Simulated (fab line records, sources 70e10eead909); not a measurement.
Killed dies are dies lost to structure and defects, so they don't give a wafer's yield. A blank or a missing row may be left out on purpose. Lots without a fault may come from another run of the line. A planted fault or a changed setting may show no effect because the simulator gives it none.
fab line records | flow nand_harc
record lots=12 wafers=36 last_day=32
route steps=1302 shown P_M1@298 END@1302
lots that met no fault: from a run of the same line without faults
start_h: hours from the record's first day to the start of the lot's first wafer shown | wait_h: hours since the lot's step before | " the same as in the row above | L1.1+2: a row that stands for several wafers | - no value, or no start given | * or withheld: withheld | < > ~ a bound
route shown NAME@n: a module of which the file shows steps, and the number in the route of the first | usual: mean/standard deviation of fault-free wafers | same: alike in all rows | chamber/n: place in a boat | sites: the reading at each site | _std_site: their standard deviation | _edge_site: outer sites' mean less inner sites' | radius_mm: how far each site lies from the wafer's centre | mask NAME#n: copy n | behind: the tool/chamber that last shaped the wafer | hold: why the lot was held/for how many hours/how that ended | device: the transistor (n, p or np) that didn't switch | end of line: the same wafers' tests at the end of the route | a step without rows: its recipe alone | killed: dies lost to structure and defects at the first sort, not the wafer's yield | map: a wafer's dies, x killed, . not, _ none there
set.NAME: the setting as run; set.NAME@STEP: as run at that earlier step | model.NAME: the simulator's own value behind a step, which no gauge read
steps of the route over a sample of lots; a table a step, a row a wafer
services: from which hour (start_h, from the record's first day; less than 0 if before it) a tool's chamber was out of use, for how many hours, and why
## steps
# step NHARC_P_M1_DESCUM_14
# recipe time_s=3 o2_flow_sccm=200 ar_flow_sccm=0 bias_power_w=0 chemistry=O2
# usual drypump_motor_current_A=6.11/0.25 oes_product_au=1.004/0.011 rf_vpp_V=58.0/0.86 showerhead_plenum_p_Torr=1.94/0.09 throttle_valve_pct=11.311/0.0096
# same bias_power_w=0
# columns lot.wafer tool chamber start_h wait_h drypump_motor_current_A oes_product_au rf_hours_counter_h rf_vpp_V showerhead_plenum_p_Torr throttle_valve_pct
L959.1 rie_diel-12 3 145.20 0.1 6.32 1.015 15 58.4 1.96 11.321
L959.4 " 1 " " 6.12 1.003 16 57.7 1.94 11.313
L959.6 " 3 " " 6.29 1.020 - 59.6 1.96 11.306
L960.1 rie_diel-10 3 145.57 0.1 6.21 1.011 6 57.6 2.06 11.316
L960.6 " 0 " " 6.03 1.007 - 58.2 2.01 11.301
L960.5 " 1 " " 5.96 1.001 - 58.2 1.94 11.308
L963.3 rie_diel-10 1 170.03 0.1 5.96 1.002 8 58.0 1.94 11.310
L963.2 " 3 " " 6.23 0.999 8 58.4 2.06 11.315
L963.6 " 2 " " 6.30 1.004 - 56.8 1.80 11.283
L964.2 rie_diel-09 3 185.60 0.1 5.37 1.015 1 58.2 2.06 11.316
L964.1 " 0 " " 6.38 0.991 3 58.7 2.01 11.323
L964.6 " 2 " " 6.58 0.989 - 58.5 1.85 11.304
L970.1 rie_diel-10 3 252.76 0.1 6.24 0.994 0 59.6 2.06 11.318
L970.2 " 2 " " 6.28 1.012 0 57.7 1.80 11.315
L970.5 " 0 " " 6.00 1.029 - 58.8 2.01 11.305
L971.3 rie_diel-12 2 257.80 0.1 5.81 1.005 45 57.2 1.92 11.302
L971.5 " 2 " " 5.81 1.013 - 58.6 1.92 11.298
L971.6 " 3 " " 6.26 1.022 - 59.1 1.95 11.296
L972.1 rie_diel-10 2 273.30 0.1 6.29 1.020 2 57.5 1.80 11.315
L972.6 " 0 " " 6.05 1.014 - 57.6 2.01 11.305
L972.5 " 1 " " 5.93 0.993 - 57.6 1.94 11.331
L973.2 rie_diel-10 1 274.33 0.1 5.96 0.998 2 58.7 1.94 11.328
L973.4 " 3 " " 6.21 0.990 3 59.8 2.06 11.315
L973.1 " 0 " " 6.01 1.023 3 56.3 2.01 11.308
L974.1 rie_diel-12 3 288.03 0.1 6.30 0.991 4 59.3 1.95 11.305
L974.2 " 0 " " 6.37 0.996 4 58.7 1.80 11.312
L974.5 " 2 " " 5.81 1.002 - 58.3 1.91 11.318
L975.2 rie_diel-10 3 301.80 0.1 6.18 1.009 5 58.2 2.05 11.304
L975.3 " 0 " " 6.05 1.024 5 56.9 2.01 11.299
L975.5 " 2 " " 6.27 1.019 - 57.0 1.80 11.299
L978.4 rie_diel-10 1 323.71 0.1 5.92 0.991 7 56.4 1.93 11.304
L978.1 " 3 " " 6.22 0.990 7 58.6 2.05 11.324
L978.5 " 1 " " 5.92 0.989 - 58.2 1.93 11.319
L979.1 rie_diel-10 1 339.18 0.1 5.94 0.988 8 57.8 1.93 11.293
L979.4 " 2 " " 6.30 1.014 8 56.5 1.80 11.306
L979.5 " 0 " " 6.02 1.024 - 58.9 2.00 11.314
# step NHARC_P_M1_ETCH_15
# recipe target_depth_a=1825 time_s=91.2 c4f8_flow_sccm=withheld ar_flow_sccm=400 rf_w=600 bias_w=300 chemistry=C4F8/Ar
# usual bias_w=300.0/0.88 oes_product_au=0.961/0.021 rf_vpp_V=441.3/2.9
# columns lot.wafer tool chamber start_h wait_h bias_w oes_product_au rf_hours_counter_h rf_vpp_V
L959.1 rie_diel-12 1 - - 298.9 0.956 17 442.0
L959.4 " 2 " " 300.7 0.967 18 441.0
L959.6 " 3 " " 301.1 0.960 - 441.9
L960.1 rie_diel-10 2 - - 300.1 0.961 6 436.5
L960.6 " 2 " " 299.0 0.964 - 438.7
L960.5 " 3 " " 299.6 0.980 - 445.5
L963.3 rie_diel-10 1 - - 299.3 0.947 8 441.1
L963.2 " 2 " " 299.7 0.966 8 436.9
L963.6 " 0 " " 300.9 0.976 - 443.4
L964.1 rie_diel-09 3 - - 300.6 0.968 1 444.7
L964.2 " 1 " " 299.1 0.944 2 438.7
L964.6 " 3 " " 298.9 0.962 - 443.9
L970.2 rie_diel-10 1 - - 300.1 0.971 0 440.3
L970.1 " 3 " " 300.1 0.959 0 445.8
L970.5 " 2 " " 299.7 0.986 - 436.9
L971.3 rie_diel-12 2 - - 298.4 0.939 45 441.1
L971.5 " 3 " " 300.0 0.924 - 441.1
L971.6 " 0 " " 299.6 0.922 - 436.8
L972.1 rie_diel-10 2 - - 300.6 0.996 2 437.8
L972.6 " 0 " " 300.5 0.982 - 442.5
L972.5 " 1 " " 300.7 0.957 - 442.4
L973.1 rie_diel-10 1 - - 299.8 0.941 2 442.7
L973.4 " 2 " " 300.4 0.976 2 437.1
L973.2 " 3 " " 298.8 0.968 3 445.2
L974.2 rie_diel-12 2 - - 299.4 0.960 5 441.4
L974.1 " 3 " " 299.7 0.958 4 441.4
L974.5 " 3 " " 299.2 0.948 - 442.8
L975.3 rie_diel-10 2 - - 300.8 0.963 5 437.4
L975.2 " 1 " " 298.2 0.961 5 441.7
L975.5 " 3 " " 300.3 0.958 - 445.3
L978.1 rie_diel-10 0 - - 299.4 0.985 8 442.7
L978.4 " 2 " " 299.3 0.996 7 437.4
L978.5 " 0 " " 299.0 0.972 - 444.4
L979.1 rie_diel-10 3 - - 299.7 0.984 8 445.2
L979.4 " 1 " " 299.4 0.952 8 440.6
L979.5 " 2 " " 301.0 0.997 - 436.2
# step NHARC_P_M1_ECD_22
# recipe target_thk_a=4000 bath_temp_c=25 material=Cu
# columns lot.wafer tool chamber start_h wait_h
L959.1+4+6 ecd_cu-01 0 146.79 -
L960.1+6+5 ecd_cu-02 0,1,0 147.08 -
L963.2+3+6 ecd_cu-01 0,1,0 171.47 -
L964.2+1+6 ecd_cu-02 0,1,0 186.95 -
L970.2+1+5 ecd_cu-01 1,0,1 254.15 -
L971.3+5+6 ecd_cu-01 1,1,0 259.28 -
L972.1+5+6 ecd_cu-01 1,1,0 275.03 -
L973.1+2+4 ecd_cu-02 0,1,1 275.76 -
L974.1+2+5 ecd_cu-02 0,1,1 289.85 -
L975.2+3+5 ecd_cu-02 1,1,0 303.18 -
L978.1+4+5 ecd_cu-02 0,1,0 325.22 -
L979.1+4+5 ecd_cu-02 0,1,1 340.61 -
# step NHARC_P_M1_CMP_23
# recipe t_overpolish_s=20 target_thk_nm=157.82
# usual motor_current_A=11.9/0.96 time_to_endpoint_s=28.6/2.7
# columns lot.wafer tool chamber start_h wait_h motor_current_A time_to_endpoint_s
L959.4 cmp-04 2 147.49 - 13.7 29.1
L959.1 " 0 " " 12.5 31.7
L959.6 " 1 " " 12.6 33.1
L960.1 cmp-03 3 147.83 - 11.4 26.4
L960.5 " 1 " " 11.0 30.7
L960.6 " 2 " " 11.2 26.1
L963.2 cmp-03 2 172.17 - 11.2 27.2
L963.3 " 0 " " 11.8 26.5
L963.6 " 2 " " 11.5 24.2
L964.1 cmp-03 3 187.84 - 11.0 22.2
L964.2 " 0 " " 11.2 18.7
L964.6 " 0 " " 10.7 28.2
L970.2 cmp-01 3 254.90 - 11.3 28.1
L970.1 " 0 " " 12.3 32.0
L970.5 " 3 " " 12.0 29.9
L971.3 cmp-04 2 259.99 - 13.4 30.7
L971.5 " 3 " " 11.9 30.8
L971.6 " 0 " " 11.8 35.0
L972.1 cmp-01 0 275.89 - 11.9 29.3
L972.6 " 0 " " 12.2 27.8
L972.5 " 1 " " 12.8 25.8
L973.4 cmp-04 2 276.48 - 13.0 33.4
L973.1 " 0 " " 12.2 35.5
L973.2 " 1 " " 12.8 33.8
L974.1 cmp-03 0 290.57 - 11.7 26.9
L974.2 " 3 " " 11.7 32.0
L974.5 " 1 " " 11.2 30.6
L975.3 cmp-01 0 303.97 - 12.1 27.7
L975.2 " 1 " " 12.7 28.5
L975.5 " 2 " " 10.3 28.4
L978.4 cmp-03 3 325.89 - 11.5 32.3
L978.1 " 0 " " 10.7 26.5
L978.5 " 0 " " 11.0 28.3
L979.4 cmp-01 3 341.33 - 11.5 30.7
L979.1 " 0 " " 12.7 29.8
L979.5 " 0 " " 12.2 29.6
# step NHARC_P_M1_THK_MEAS_24
# recipe thk_meas_gauge=xrf
# usual thk_nm=157.9/1.4
# columns lot.wafer tool chamber start_h wait_h thk_nm
L959.1 film_metro-02 - 147.78 - 158.8
L959.4 " - " " 157.9
L959.6 " - " " 159.3
L960.1 film_metro-01 - 148.09 - 159.7
L960.5 " - " " 157.3
L960.6 " - " " 158.3
L963.2 film_metro-01 - 172.45 - 158.7
L963.3 " - " " 157.6
L963.6 " - " " 156.6
L964.1 film_metro-02 - 188.15 - 160.5
L964.2 " - " " 158.8
L964.6 " - " " 156.0
L970.1 film_metro-02 - 255.19 - 155.9
L970.2 " - " " 157.8
L970.5 " - " " 157.5
L971.3 film_metro-01 - 260.23 - 159.4
L971.5 " - " " 156.9
L971.6 " - " " 161.5
L972.1 film_metro-02 - 276.21 - 158.5
L972.5 " - " " 156.5
L972.6 " - " " 158.4
L973.1 film_metro-02 - 276.80 - 160.8
L973.2 " - " " 159.2
L973.4 " - " " 158.2
L974.1 film_metro-01 - 290.89 - 156.6
L974.2 " - " " 157.3
L974.5 " - " " 156.8
L975.2 film_metro-01 - 304.23 - 158.3
L975.3 " - " " 158.4
L975.5 " - " " 155.8
L978.1 film_metro-02 - 326.21 - 156.3
L978.4 " - " " 157.9
L978.5 " - " " 157.4
L979.1 film_metro-01 - 341.64 - 159.6
L979.4 " - " " 156.9
L979.5 " - " " 157.2
# step NHARC_END_SORT_01
# recipe temp_c=25
# usual defect_limited_yield=90/3.1 killed_at_array=61/20 killed_at_other=0.9/1.1 killed_at_periphery=3.7/2.5 killed_dies=65/21 killed_open=3.3/1.8 killed_short=2.3/1.5
# same gross_dies=677
# columns lot.wafer tool chamber start_h wait_h defect_limited_yield[%] killed_at_array killed_at_other killed_at_periphery killed_dies killed_open killed_short
L971.3 prober-02 0 698.60 3.1 86 84 2 8 94 6 2
L971.5 prober-02 0 700.20 3.7 84 93 5 8 106 4 3
L971.6 prober-02 0 701.00 4.0 88 78 3 2 83 4 2
L972.1 prober-01 0 708.85 2.5 94 34 1 3 38 4 2
L972.5 prober-01 0 712.07 3.7 93 44 2 2 48 4 3
L972.6 prober-01 0 712.87 4.0 92 47 0 4 51 5 1
# killed by level:class
L971.3 A_CHANNEL_HOLE_D1:chamber_film_flake=31 A_SLIT:chamber_film_flake=22 A_CHANNEL_HOLE_D2:chamber_film_flake=16 A_CONTACT:chamber_film_flake=8 P_CONTACT:chamber_film_flake=3 P_CONTACT:geometric_particle:open=2 THIN_TSV:chamber_film_flake=2 P_GATE:geometric_particle:short=1
L971.5 A_CHANNEL_HOLE_D1:chamber_film_flake=34 A_SLIT:chamber_film_flake=28 A_CHANNEL_HOLE_D2:chamber_film_flake=14 P_CONTACT:chamber_film_flake=7 A_CONTACT:chamber_film_flake=7 THIN_TSV:chamber_film_flake=5 A_ONON_D1:geometric_particle:short=1 A_CHANNEL_FILL_D1:geometric_particle:open=1
L971.6 A_CHANNEL_HOLE_D1:chamber_film_flake=31 A_SLIT:chamber_film_flake=23 A_CHANNEL_HOLE_D2:chamber_film_flake=14 A_CONTACT:chamber_film_flake=4 THIN_TSV:chamber_film_flake=3 A_ONON_D1:geometric_particle:open=2 P_M0:geometric_particle:short=1 A_CHANNEL_HOLE_D1:geometric_particle:open=1
L972.1 A_CHANNEL_HOLE_D2:chamber_film_flake=14 A_CHANNEL_HOLE_D1:chamber_film_flake=5 A_SLIT:chamber_film_flake=4 A_DECK1_JOINT:chamber_film_flake=3 A_CONTACT:chamber_film_flake=3 P_M0:geometric_particle:open=2 A_ONON_D2:geometric_particle:short=1 A_CHANNEL_HOLE_D2:geometric_particle:short=1
L972.5 A_CHANNEL_HOLE_D2:chamber_film_flake=19 A_CHANNEL_HOLE_D1:chamber_film_flake=7 A_CONTACT:chamber_film_flake=4 A_ZERO_WELL:chamber_film_flake=3 A_SLIT:chamber_film_flake=3 THIN_TSV:chamber_film_flake=2 P_M0:geometric_particle:open=1 P_M1:geometric_particle:open=1
L972.6 A_CHANNEL_HOLE_D2:chamber_film_flake=22 A_CHANNEL_HOLE_D1:chamber_film_flake=9 A_CONTACT:chamber_film_flake=6 A_DECK1_JOINT:chamber_film_flake=4 P_M0:geometric_particle:open=1 P_M0:geometric_particle:short=1 A_ONON_D1:geometric_particle:open=1 A_DECK1_JOINT:geometric_particle:open=1
## services
# columns tool chamber start_h hours kind
rie_diel-10 0 125.24 10.0 repair
cmp-03 - 153.00 0.5 repair
ecd_cu-01 - 160.00 8.0 pm
cmp-03 - 166.98 4.0 pm
cmp-03 - 176.82 2.5 repair
cmp-01 - 177.32 0.2 repair
rie_diel-10 2 183.50 8.9 repair
rie_diel-12 1 187.16 4.0 repair
rie_diel-12 2 195.04 16.3 repair
rie_diel-12 0 195.35 17.2 repair
rie_diel-10 2 201.88 16.8 repair
cmp-03 - 216.90 0.2 repair
cmp-03 - 224.81 5.1 repair
ecd_cu-01 - 238.71 1.9 repair
rie_diel-10 - 242.74 9.0 pm
ecd_cu-02 - 246.98 8.0 pm
cmp-03 - 264.98 4.0 pm
rie_diel-12 - 268.43 9.0 pm
rie_diel-12 - 286.44 1.5 repair
ecd_cu-02 - 286.83 1.0 repair
rie_diel-10 3 313.12 1.3 repair
ecd_cu-02 - 330.54 2.3 repair
cmp-03 - 335.72 0.7 repair
ecd_cu-01 - 336.00 8.0 pm
## key
first_sign step=NHARC_P_M1_CMP_23 reading=time_to_endpoint_s direction=down sigmas=3 usual=* struck=*
effect none on later readings
met_at NHARC_P_M1_ECD_22
struck_lots L964
struck_wafers L964.1,L964.2
not_acting_at NHARC_P_M1_DESCUM_14,NHARC_P_M1_ETCH_15,NHARC_P_M1_THK_MEAS_24
onset_between 147.08 186.95
fault kind=process_parameter_drift tool=ecd_cu-02 chamber=- onset_h=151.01 steps=NHARC_P_M1_ECD_22 channel=target_thk_a offset=* shape=step end_h=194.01 scope=struck_wafers_only acts_in=* stated=*
